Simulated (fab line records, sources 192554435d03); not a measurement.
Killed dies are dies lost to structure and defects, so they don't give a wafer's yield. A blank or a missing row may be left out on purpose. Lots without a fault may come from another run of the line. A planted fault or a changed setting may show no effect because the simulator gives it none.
Problem report in the 8D (eight disciplines) form, filled by code | flow n5_finfet | the parts of the form that need people (team, actions taken, sign-off) are left out

1. THE PROBLEM
killed_at_contacts at N5_PASSIVATION_PROBE_49 reads a mean of 368 on 6 wafers of 3 lots; wafers without a fault read 13 with a standard deviation of 6.5. That is +55 standard deviations from the usual mean.
First seen on wafer L497.3, day 14 19:01, on prober-01. The record holds 11 wafers of 4 lots with a number at this step. Rule for "out", or "out of limits": more than 4 standard deviations from the usual mean. The other wafers with a number count as sound.

2. WHAT IT IS AND WHAT IT IS NOT
question                    | is                                                                                                | is not
which readings at this step | killed_at_contacts, defect_limited_yield, killed_dies, killed_on_rim, sort_n_pass, sort_yield_pct | killed_at_M4_up, killed_open, killed_short, sort_bin_5_function, sort_bin_6_memory, sort_bin_8_speed
which lots                  | L497, L503, L504                                                                                  | L492
which wafers of those lots  | L497.3, L497.4, L503.3, L503.4, L504.3, L504.4                                                    | L497.6, L503.5
read on which tools         | prober-01                                                                                         | prober-02
when                        | from day 14 19:01                                                                                 | up to then (3 sound wafers); but 2 sound wafers of L497, L503 came after

3. SUSPECTS, AND WHAT RULES EACH OUT
Counting: a tool at a process step up to the reading stays a suspect if it ran every lot that is out. Sound lots after the first of them don't rule it out here, since some wafers of a struck lot are sound.
- ald_sin-02 at N5_MOL_CONTACT_COAG_ALD_133 (deposits SiO2, target thk 5 nm, pulse time 1 s, co reactant pulse time 1 s): kept. It ran every lot that is out, first L497 (day 7 03:34); its last sound lot up to then is L492 (day 5 17:52).
- prober-01 at N5_PASSIVATION_PROBE_49: kept. It ran every lot that is out, first L497 (day 14 19:01). Its own readings are out on those wafers: defect_limited_yield, killed_at_contacts, killed_dies, killed_on_rim, sort_n_pass, sort_yield_pct.
Left after counting: ald_sin-02 at N5_MOL_CONTACT_COAG_ALD_133, prober-01 at N5_PASSIVATION_PROBE_49.

4. THE CAUSE (what the simulator had put in)
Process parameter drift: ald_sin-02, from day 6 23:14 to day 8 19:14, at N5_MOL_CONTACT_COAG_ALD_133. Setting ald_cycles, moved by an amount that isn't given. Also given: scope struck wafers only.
Counting left 2 suspects, and this tool is among them.

5. THE CHAIN OF EFFECTS, in route order
Each row: a reading whose mean over the struck wafers that have a number lies more than 3 standard deviations from the usual. Only readings for which the record gives a usual standard deviation are gone through. hours: the time from each lot's start at the first step in this table that gives one to its start at this step, as a median over the lots. sigmas: the change in usual standard deviations.
hours | step                    | reading              | usual  | on struck wafers | change | sigmas
0     | N5_PASSIVATION_PROBE_49 | defect_limited_yield | 91.3 % | 61.6             | -29.6  | -17
0     | N5_PASSIVATION_PROBE_49 | killed_at_contacts   | 13     | 368              | +355   | +55
0     | N5_PASSIVATION_PROBE_49 | killed_dies          | 103    | 452              | +349   | +17
0     | N5_PASSIVATION_PROBE_49 | killed_on_rim        | 14     | 58               | +44    | +10
0     | N5_PASSIVATION_PROBE_49 | sort_n_pass          | 1077   | 728              | -349   | -17
0     | N5_PASSIVATION_PROBE_49 | sort_yield_pct       | 91.3 % | 61.6             | -29.6  | -17
The process steps in it:
- N5_PASSIVATION_PROBE_49

6. WHAT WOULD HAVE CAUGHT IT SOONER
In this record the first reading out of limits was taken at day 14 19:01, 188 hours after the fault began at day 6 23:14.
Of the tool readings at N5_MOL_CONTACT_COAG_ALD_133 for which the record gives a usual standard deviation, none was out on any struck wafer, so an alarm limit of 4 standard deviations on them would not have fired.
All the lots that are out (3) had begun N5_MOL_CONTACT_COAG_ALD_133 on ald_sin-02 by day 14 19:01. A hold on the tool at that time would have spared none of them.
